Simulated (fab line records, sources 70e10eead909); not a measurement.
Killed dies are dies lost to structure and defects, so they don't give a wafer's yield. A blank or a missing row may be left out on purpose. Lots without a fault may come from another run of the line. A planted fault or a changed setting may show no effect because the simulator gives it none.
Chamber matching | flow nand_harc | NHARC_A_WL_FILL_CMP_12 on cmp-01: 4 sister chambers
The step polishes, t overpolish 30 s, target thk 100 nm. 4 wafers are shown with their chamber, then 10 later ones without.

WAFERS WITH THEIR CHAMBER
wafer  | chamber | motor_current_A (A)
L077.1 | 3       | 10.8
L082.1 | 1       | 15.0
L085.2 | 2       | 11.8
L085.3 | 0       | 11.0

WAFERS WITHOUT THEIR CHAMBER
wafer  | motor_current_A (A)
L085.4 | 11.1
L088.1 | 11.6
L088.3 | 15.4
L088.5 | 11.7
L091.2 | 11.6
L091.5 | 11.7
L091.6 | 12.3
L096.2 | 11.6
L096.4 | 10.5
L096.5 | 15.3

WHICH CHAMBER EACH WENT THROUGH
wafer  | from the rows above     | in truth
L085.4 | can't be placed: 0 or 3 | 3
L088.1 | can't be placed: 2 or 0 | 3
L088.3 | 1                       | 1
L088.5 | 2                       | 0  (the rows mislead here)
L091.2 | can't be placed: 2 or 0 | 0
L091.5 | 2                       | 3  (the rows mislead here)
L091.6 | 2                       | 2
L096.2 | can't be placed: 2 or 0 | 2
L096.4 | can't be placed: 3 or 0 | 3
L096.5 | 1                       | 1
Placed correctly: 3 of 10. Can't be placed from these rows: 5 (the true chamber is among the candidates in 4). Placed wrongly: 2.
How it was worked out, from the rows above alone: a wafer's distance from a chamber is the root of the sum, over the readings, of the square of ((its reading less the chamber's mean) divided by the reading's scatter). The wafer belongs to the nearest chamber; if the next one is less than 2 further off, it can't be placed. A chamber's mean is the mean of its shown wafers. The scatter: with one shown wafer a chamber, the root of the mean of the squares of how far each hidden wafer lies from its nearest shown one.
